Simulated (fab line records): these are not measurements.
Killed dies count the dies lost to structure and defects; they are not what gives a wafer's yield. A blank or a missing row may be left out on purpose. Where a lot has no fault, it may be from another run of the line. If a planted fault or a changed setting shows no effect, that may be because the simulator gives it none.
Comparing a struck lot with a sound one / flow n5-finfet / 21 out of 1938 route steps
Sound: wafers L231.2, L231.3, L231.4. Struck: wafer L247.2 (left out: L247.6, a lot-mate that was not struck); the cause follows at the end.
Per side, at each step with rows, come the tool, then ch with its chambers, and then its first start. Under that, the readings that differ: sound wafers / struck wafers / difference of the means / sigmas: that difference in standard deviations of wafers without a fault.
alike: same words and numbers on both sides, and readings whose means sit less than 2 such deviations apart. not compared: any withheld reading, any reading some wafer has no value for, any bound like >300 that may hide the same value, and any number with overlapping values for which the record gives no deviation.
The two part at a step that has a row with sigmas, a row that says differs or no value, or rows on one side only. Numbers that have no deviation but don't overlap get no sigmas and don't part them. Lack of a reading on every wafer of one side parts them only where that side has two or more wafers.

N5_HKMG_FIN_ALD_71: deposits TiN, target thk 1 nm, pulse time 1 s, purge time 3 s.
  sound on ald-metal-03 ch 0,1,3, day 5 08:01; struck on ald-metal-04 ch 1, day 9 05:18
  alike: heater-power-w, precursor-pulse-height-rel
then, 2 steps without rows for these wafers: N5_HKMG_FIN_COAT_66 (time 60 s, resist thk 300 nm); N5_HKMG_FIN_ETCH_67 (etches SOC in N2/H2, stops on TiN, target depth 388.9 nm).
N5_HKMG_FIN_STRIP_90: strips SOC in N2/H2, time 20 s.
  sound on rie-diel-05 ch 0,1,3, day 5 08:26; struck on rie-diel-02 ch 1, day 9 05:47
  alike: drypump-motor-current-A, oes-product-au, rf-vpp-V, showerhead-plenum-p-Torr, temp-c, throttle-valve-pct
  not compared: rf-hours-counter-h
then, 1 step without rows for these wafers: N5_HKMG_FIN_WET_ETCH_73 (etches the open film in SC1, time 42.3 s, target depth 1.3 nm, rinse time 30 s).
N5_HKMG_FIN_ETCHBACK_68: etches the open film in Cl2/Ar, stops on HfO2, target depth 0.5 nm.
  sound on rie-metal-02 ch 0, day 5 08:38; struck on rie-metal-03 ch 0, day 9 05:57
reading=rf-hours-counter-h (h); sound=- - -; struck=114; difference=no value on the sound wafers; sigmas=
  alike: drypump-motor-current-A, oes-product-au, throttle-valve-pct
then, 6 steps without rows for these wafers: N5_HKMG_FIN_STRIP_69 (strips in N2/H2, time 360 s); N5_HKMG_FIN_ALD_21 (deposits TiN, target thk 1.5 nm, pulse time 1 s, purge time 3 s); N5_HKMG_FIN_ALD_72 (deposits W, target thk 2 nm, pulse time 1 s, purge time 2 s); N5_HKMG_FIN_W_FILL_22 (material W, target thk 60 nm, time 18.2 s); N5_HKMG_FIN_PRECLEAN_83 (cleans in DIW, time 57.5 s); N5_HKMG_FIN_SRD_84 (dry time 32 s).
N5_HKMG_FIN_CMP_23: polishes, stops on SiNx, t overpolish 10 s, target thk 46.326 nm.
  sound on cmp-04 ch 1,2,3, day 5 09:47; struck on cmp-04 ch 0, day 9 07:11
reading=model.W_of_HKMG_FIN_W_FILL_22.thk-nm (nm); sound=46.4 44.8 48.4; struck=44.4; difference=-2.1; sigmas=
reading=model.SiNx_of_SDB_ALD_29.thk-nm (nm); sound=28.8 28.8 28.8; struck=28.4; difference=-0.4; sigmas=
  alike: edge-zone-pressure-frac, motor-current-A, overpolish-run-s, slurry-filter-dp-kPa, time-to-endpoint-s
N5_HKMG_FIN_CMP_94: polishes, stops on SiNx, t overpolish 4.7 s, target thk 43.299 nm.
  sound on cmp-04 ch 1,2,3, day 5 10:16; struck on cmp-04 ch 0, day 9 07:40
  alike: edge-zone-pressure-frac, motor-current-A, slurry-filter-dp-kPa
N5_HKMG_FIN_INSPECT_28: inspects for defects (darkfield).
  struck on defect-inspect-01, day 9 07:54; sound on defect-inspect-01, day 5 10:30
  alike: raw-defect-count
then, 1 step without rows for these wafers: N5_GATE_CUT_ETCHBACK_00 (etches W in SF6/Cl2).
N5_GATE_CUT_ETCH_56: etches TiN in Cl2/Ar, target depth 21.6 nm.
  sound on rie-metal-01 ch 0,1, day 5 10:39; struck on rie-metal-03 ch 0, day 9 08:04
reading=throttle-valve-pct (%); sound=21.19 21.18 21.00; struck=20.56; difference=-0.56; sigmas=-2
  alike: drypump-motor-current-A, oes-product-au
  not compared: rf-hours-counter-h
N5_GATE_CUT_ETCHBACK_30: etches TiN in Cl2/Ar, target depth 3 nm.
  sound on rie-metal-01 ch 0,1, day 5 10:44; struck on rie-metal-03 ch 0, day 9 08:09
reading=throttle-valve-pct (%); sound=21.18 21.18 21.01; struck=20.56; difference=-0.56; sigmas=-2
reading=model.SiNx_of_SDB_ALD_29.thk-nm (nm); sound=27.2 27.2 27.2; struck=27; difference=+0; sigmas=
  alike: drypump-motor-current-A, oes-product-au
  not compared: rf-hours-counter-h
then, 1 step without rows for these wafers: N5_GATE_CUT_VAPOR_ETCH_60 (etches HfO2 in BCl3/Cl2).
-- record jumps: 4 days separate the struck wafers' starts on either side; left off in module GATE_CUT, taken up again in module BEOL_M4, whose first shown step is the route's number 1111 --
N5_BEOL_M4_RC_MEAS_101:
  sound on prober-02 ch 0, day 9 03:25; struck on prober-02 ch 0, day 13 01:44
  alike: DIBL_N, DIBL_P, IOFF_N, IOFF_P, ION_N, ION_P, SS_N, SS_P, VT_N, VT_P
N5_PASSIVATION_PROBE_49:
  sound wafers here have rows in the record (prober-02, day 13 03:35); struck ones have none

WHERE THEY PART
Last at N5_PASSIVATION_PROBE_49 as far as this record goes, first at N5_HKMG_FIN_ETCHBACK_68.

WHY: what had been put in by the simulator
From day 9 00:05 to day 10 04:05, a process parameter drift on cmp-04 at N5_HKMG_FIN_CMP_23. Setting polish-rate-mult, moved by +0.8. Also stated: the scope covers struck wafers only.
